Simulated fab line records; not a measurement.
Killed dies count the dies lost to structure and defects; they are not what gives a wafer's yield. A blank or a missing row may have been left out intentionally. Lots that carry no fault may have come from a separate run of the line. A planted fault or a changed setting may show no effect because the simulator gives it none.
The tool behind it: which one? ; flow nand_harc ; 14 lots with 40 wafers sampled at 5 steps, on a route of 1302 steps

## WHAT THE GAUGES READ, wafer by wafer
NHARC_THIN_TSV_CD_MEAS_12: the cd target is 1000 nm. Usual: cd_nm reads 1000.4 nm (standard deviation 2.1).
lot;measured;on;cd_nm (nm);flag
L628;day 23 22:55;cd_sem-03;997.3 998.6 997.7;
L629;day 24 01:02;cd_sem-01;998.0 998.5 998.6;
L632;day 24 03:35;cd_sem-01;1001.7 1001.6 1003.2;
L630;day 24 02:14;cd_sem-01;1001.6 1001.2 1001.9;
L633;day 25 05:02;cd_sem-03;997.8 999.3 996.9;
L631;day 25 01:16;cd_sem-01;1001.0 1001.5 1002.1;
L637;day 26 22:46;cd_sem-03;1001.5 1002.7 1002.5;
L638;day 27 06:14;cd_sem-03;998.6 1000.3 999.6;
L640;day 28 04:05;cd_sem-01;1003.8;
L645;day 30 00:15;cd_sem-02;1001.2 1001.7 1000.0;
L646;day 29 23:02;cd_sem-03;1001.7 999.1 1001.6;
L650;day 31 20:50;cd_sem-03;1003.7 1002.0 1002.0;
L649;day 31 22:01;cd_sem-03;1002.4 1002.9 1003.0;
L651;day 32 04:18;cd_sem-03;998.1 997.9 997.0;

NHARC_END_SORT_01. Usual: killed_at_array 62, standard deviation 18; killed_at_other 0.9, standard deviation 1.2; killed_at_periphery 4.2, standard deviation 2.9; killed_dies 67, standard deviation 17; killed_open 3.6, standard deviation 1.9; killed_short 2.5, standard deviation 1.6.
lot;measured;on;killed_at_array;killed_at_other;killed_at_periphery;killed_dies;killed_open;killed_short;flag
L637;day 27 13:37;prober-02;58 150 51;1 3 0;1 2 4;60 155 55;3 2 2;0 6 4;
L638;day 27 23:34;prober-02;72 178 73;0 0 0;1 1 1;73 179 74;4 1 3;1 4 2;

## WHAT TOOL EACH LOT RAN ON (gives the tool, then ch and the chambers of the sampled wafers, and finally the start)
lot;NHARC_A_WL_FILL_STRIP_27;NHARC_HYBRID_BOND_ACTIVATE_00;NHARC_THIN_TSV_CMP_01
L628;plasma_asher-02 ch 0,1, day 19 09:45;rie_diel-09 ch 1,2,3, day 22 08:07;cmp-04 ch 0,1,3, day 23 21:28
L629;plasma_asher-02 ch 0,1, day 19 17:52;rie_diel-09 ch 2,3, day 22 14:50;cmp-01 ch 0,1, day 23 23:51
L632;plasma_asher-01 ch 0,1, day 20 14:39;rie_diel-08 ch 1, day 23 07:28;cmp-02 ch 1,2,3, day 24 02:18
L630;plasma_asher-02 ch 0, day 20 14:39;rie_diel-09 ch 2,3, day 23 06:11;cmp-04 ch 0,1,2, day 24 01:03
L633;plasma_asher-02 ch 0,1, day 21 16:22;rie_diel-07 ch 0,2,3, day 24 16:36;cmp-02 ch 0,2, day 25 03:44
L631;plasma_asher-02 ch 0,1, day 21 16:33;rie_diel-09 ch 1,2, day 24 12:23;cmp-01 ch 1,3, day 24 23:56
L637;plasma_asher-01 ch 0,1, day 23 11:57;rie_diel-07 ch 1,2,3, day 26 09:41;cmp-01 ch 0,2,3, day 26 21:27
L638;plasma_asher-01 ch 0,1, day 23 16:23;rie_diel-09 ch 0,2,3, day 26 14:42;cmp-01 ch 0,1,2, day 27 04:55
L640;plasma_asher-01 ch 0, day 24 14:46;rie_diel-09 ch 1, day 27 10:37;cmp-02 ch 3, day 28 02:50
L645;plasma_asher-02 ch 0,1, day 26 19:26;rie_diel-09 ch 1,2, day 29 13:38;cmp-04 ch 0,2,3, day 29 23:08
L646;plasma_asher-01 ch 0,1, day 26 19:47;rie_diel-09 ch 0,1, day 29 11:10;cmp-02 ch 1,2,3, day 29 21:55
L650;plasma_asher-02 ch 0,1, day 28 10:37;rie_diel-08 ch 0,1,2, day 31 08:26;cmp-04 ch 1,2,3, day 31 19:39
L649;plasma_asher-01 ch 0,1, day 28 14:08;rie_diel-09 ch 0,2, day 31 10:31;cmp-01 ch 0,1,2, day 31 20:52
L651;plasma_asher-01 ch 0,1, day 28 20:38;rie_diel-09 ch 0,2,3, day 31 16:18;cmp-02 ch 0,1,3, day 32 03:07
- NHARC_A_WL_FILL_STRIP_27: strips in N2/H2, time 20 s.
- NHARC_HYBRID_BOND_ACTIVATE_00: chemistry N2, time 60 s.
- NHARC_THIN_TSV_CMP_01: polishes.

## WHAT THE TOOLS THEMSELVES READ (means of the sampled wafers that have a number; where no wafer has one, the mark that the record gives instead)
NHARC_A_WL_FILL_STRIP_27. Usual: drypump_motor_current_A 5.8 A, standard deviation 0.42; heater_power_w 328 W, standard deviation 31; temp_c 250.02 C, standard deviation 0.17.
lot;tool;drypump_motor_current_A (A);heater_power_w (W);temp_c (C);flag
L628;plasma_asher-02;6.2;301;249.75;
L629;plasma_asher-02;6.1;321;250.08;
L632;plasma_asher-01;5.3;337;250.16;
L630;plasma_asher-02;6.2;283;250.06;
L633;plasma_asher-02;6.2;330;250.03;
L631;plasma_asher-02;6.2;310;250.03;
L637;plasma_asher-01;5.5;349;250.12;
L638;plasma_asher-01;5.5;352;250.01;
L640;plasma_asher-01;5.6;372;250.09;
L645;plasma_asher-02;6.2;305;250.08;
L646;plasma_asher-01;5.5;354;249.98;
L650;plasma_asher-02;6.2;320;250.04;
L649;plasma_asher-01;5.5;353;250.12;
L651;plasma_asher-01;5.3;334;250.02;

NHARC_HYBRID_BOND_ACTIVATE_00. Usual: drypump_motor_current_A 6.0 A, standard deviation 0.58; oes_product_au 0.995 a.u., standard deviation 0.011; rf_vpp_V 64.3 V, standard deviation 0.82; showerhead_plenum_p_Torr 1.79 Torr, standard deviation 0.066.
lot;tool;drypump_motor_current_A (A);oes_product_au (a.u.);rf_vpp_V (V);showerhead_plenum_p_Torr (Torr);flag
L628;rie_diel-09;6.3;0.997;64.2;1.83;
L629;rie_diel-09;6.1;0.994;64.2;1.84;
L632;rie_diel-08;5.6;1.003;64.2;1.70;
L630;rie_diel-09;6.1;0.990;63.7;1.84;
L633;rie_diel-07;5.2;1.000;64.1;1.77;
L631;rie_diel-09;6.1;0.976;64.1;1.86;
L637;rie_diel-07;5.5;1.000;64.0;1.79;
L638;rie_diel-09;6.2;0.990;64.2;1.80;
L640;rie_diel-09;6.2;0.980;64.2;1.84;
L645;rie_diel-09;6.1;0.988;65.0;1.85;
L646;rie_diel-09;6.2;0.995;64.0;1.82;
L650;rie_diel-08;5.6;0.999;64.7;1.70;
L649;rie_diel-09;5.9;0.999;64.1;1.82;
L651;rie_diel-09;6.2;0.995;65.3;1.80;

NHARC_THIN_TSV_CMP_01. Usual: motor_current_A reads 11.7 A (standard deviation 1.3).
lot;tool;motor_current_A (A);flag
L628;cmp-04;13.0;
L629;cmp-01;11.3;
L632;cmp-02;10.7;
L630;cmp-04;11.5;
L633;cmp-02;11.8;
L631;cmp-01;12.8;
L637;cmp-01;11.9;
L638;cmp-01;11.0;
L640;cmp-02;10.8;
L645;cmp-04;12.4;
L646;cmp-02;10.9;
L650;cmp-04;12.2;
L649;cmp-01;10.9;
L651;cmp-02;11.2;

## THE ANSWER, worked out from the rows above alone
Rule: a lot counts as off when the mean over its wafers that have a number is more than 3 standard deviations away from the usual mean. A lot without any number at a reading at which 4 lots or more have one is off too. The other lots that the step has rows for count as sound. Order of review: gauges by route order, followed by the tools' own readings, for which a lot's mean as printed above is used. The first step at which some lot is off is used, and at that step the reading that is off furthest; a lot without a number counts as furthest.
No lot is off on any of the readings shown, so nothing can be concluded from this.

## WHAT THE SIMULATOR HAD PUT IN
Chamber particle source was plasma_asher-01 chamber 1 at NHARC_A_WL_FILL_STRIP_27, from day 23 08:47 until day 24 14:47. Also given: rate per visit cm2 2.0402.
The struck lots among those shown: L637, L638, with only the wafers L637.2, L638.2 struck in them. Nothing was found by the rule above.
